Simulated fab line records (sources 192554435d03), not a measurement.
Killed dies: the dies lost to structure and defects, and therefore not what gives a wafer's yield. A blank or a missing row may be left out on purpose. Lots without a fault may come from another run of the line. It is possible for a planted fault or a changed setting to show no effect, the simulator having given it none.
Matching of chambers || flow n5 finfet || N5_SD_EPI_N_DESCUM_14 on rie diel-03 has 4 sister chambers
The step chemistry O2, time 7.9 s. 16 wafers are shown with their chamber, then 8 later ones without.

== WAFERS, EACH WITH ITS CHAMBER ==
{"wafer": "L074.1", "chamber": 2, "showerhead plenum p Torr (Torr)": 2.01, "throttle valve pct (%)": 20.31, "drypump motor current A (A)": 5.7}
{"wafer": "L074.3", "chamber": 3, "showerhead plenum p Torr (Torr)": 2.14, "throttle valve pct (%)": 20.23, "drypump motor current A (A)": 5.6}
{"wafer": "L074.5", "chamber": 3, "showerhead plenum p Torr (Torr)": 2.14, "throttle valve pct (%)": 20.23, "drypump motor current A (A)": 5.6}
{"wafer": "L077.1", "chamber": 2, "showerhead plenum p Torr (Torr)": 2.01, "throttle valve pct (%)": 20.32, "drypump motor current A (A)": 5.7}
{"wafer": "L077.3", "chamber": 1, "showerhead plenum p Torr (Torr)": 1.99, "throttle valve pct (%)": 20.51, "drypump motor current A (A)": 5.4}
{"wafer": "L077.5", "chamber": 0, "showerhead plenum p Torr (Torr)": 2.18, "throttle valve pct (%)": 20.80, "drypump motor current A (A)": 5.5}
{"wafer": "L080.1", "chamber": 0, "showerhead plenum p Torr (Torr)": 2.17, "throttle valve pct (%)": 20.77, "drypump motor current A (A)": 5.5}
{"wafer": "L080.2", "chamber": 3, "showerhead plenum p Torr (Torr)": 2.13, "throttle valve pct (%)": 20.23, "drypump motor current A (A)": 5.6}
{"wafer": "L080.6", "chamber": 0, "showerhead plenum p Torr (Torr)": 2.17, "throttle valve pct (%)": 20.77, "drypump motor current A (A)": 5.5}
{"wafer": "L084.1", "chamber": 0, "showerhead plenum p Torr (Torr)": 2.17, "throttle valve pct (%)": 20.79, "drypump motor current A (A)": 5.6}
{"wafer": "L084.3", "chamber": 3, "showerhead plenum p Torr (Torr)": 2.13, "throttle valve pct (%)": 20.26, "drypump motor current A (A)": 5.6}
{"wafer": "L084.4", "chamber": 1, "showerhead plenum p Torr (Torr)": 1.98, "throttle valve pct (%)": 20.55, "drypump motor current A (A)": 5.4}
{"wafer": "L086.1", "chamber": 1, "showerhead plenum p Torr (Torr)": 1.98, "throttle valve pct (%)": 20.53, "drypump motor current A (A)": 5.4}
{"wafer": "L086.2", "chamber": 0, "showerhead plenum p Torr (Torr)": 2.17, "throttle valve pct (%)": 20.81, "drypump motor current A (A)": 5.6}
{"wafer": "L086.5", "chamber": 2, "showerhead plenum p Torr (Torr)": 2.00, "throttle valve pct (%)": 20.35, "drypump motor current A (A)": 5.7}
{"wafer": "L089.2", "chamber": 1, "showerhead plenum p Torr (Torr)": 1.98, "throttle valve pct (%)": 20.54, "drypump motor current A (A)": 5.4}

SIGNATURES (means of the wafers above)
{"reading": "showerhead plenum p Torr", "chamber 0": 2.1720, "chamber 1": 1.9825, "chamber 2": 2.0067, "chamber 3": 2.1350, "scatter within a chamber": 0.00518}
{"reading": "throttle valve pct", "chamber 0": 20.7880, "chamber 1": 20.5325, "chamber 2": 20.3267, "chamber 3": 20.2375, "scatter within a chamber": 0.0176}
{"reading": "drypump motor current A", "chamber 0": 5.540, "chamber 1": 5.400, "chamber 2": 5.700, "chamber 3": 5.600, "scatter within a chamber": 0.0316}
Rule: a wafer's distance from a chamber is the root of the sum, over the readings, of the square of ((its reading less the chamber's mean) divided by the reading's scatter). The wafer belongs to the nearest chamber; if the next one is less than 2 further off, it can't be placed. The scatter: take each reading less its chamber's mean, square it, sum over the shown wafers, divide by the number of wafers less the number of chambers, and take the root.

== WAFERS MISSING THEIR CHAMBER ==
{"wafer": "L089.4", "showerhead plenum p Torr (Torr)": 2.12, "throttle valve pct (%)": 20.26, "drypump motor current A (A)": 5.6}
{"wafer": "L089.6", "showerhead plenum p Torr (Torr)": 2.17, "throttle valve pct (%)": 20.82, "drypump motor current A (A)": 5.5}
{"wafer": "L091.2", "showerhead plenum p Torr (Torr)": 1.98, "throttle valve pct (%)": 20.57, "drypump motor current A (A)": 5.4}
{"wafer": "L091.4", "showerhead plenum p Torr (Torr)": 1.98, "throttle valve pct (%)": 20.55, "drypump motor current A (A)": 5.4}
{"wafer": "L091.6", "showerhead plenum p Torr (Torr)": 2.17, "throttle valve pct (%)": 20.82, "drypump motor current A (A)": 5.5}
{"wafer": "L095.1", "showerhead plenum p Torr (Torr)": 2.00, "throttle valve pct (%)": 20.36, "drypump motor current A (A)": 5.7}
{"wafer": "L095.5", "showerhead plenum p Torr (Torr)": 2.12, "throttle valve pct (%)": 20.29, "drypump motor current A (A)": 5.6}
{"wafer": "L095.6", "showerhead plenum p Torr (Torr)": 2.00, "throttle valve pct (%)": 20.36, "drypump motor current A (A)": 5.7}

== WHICH CHAMBER EACH ONE RAN IN ==
{"wafer": "L089.4", "from the rows above": 3, "in truth": 3}
{"wafer": "L089.6", "from the rows above": 0, "in truth": 0}
{"wafer": "L091.2", "from the rows above": 1, "in truth": 1}
{"wafer": "L091.4", "from the rows above": 1, "in truth": 1}
{"wafer": "L091.6", "from the rows above": 0, "in truth": 0}
{"wafer": "L095.1", "from the rows above": 2, "in truth": 2}
{"wafer": "L095.5", "from the rows above": 3, "in truth": 3}
{"wafer": "L095.6", "from the rows above": 2, "in truth": 2}
8 of 8 placed correctly. From these rows, 0 cannot be placed. Wrongly placed: 0.
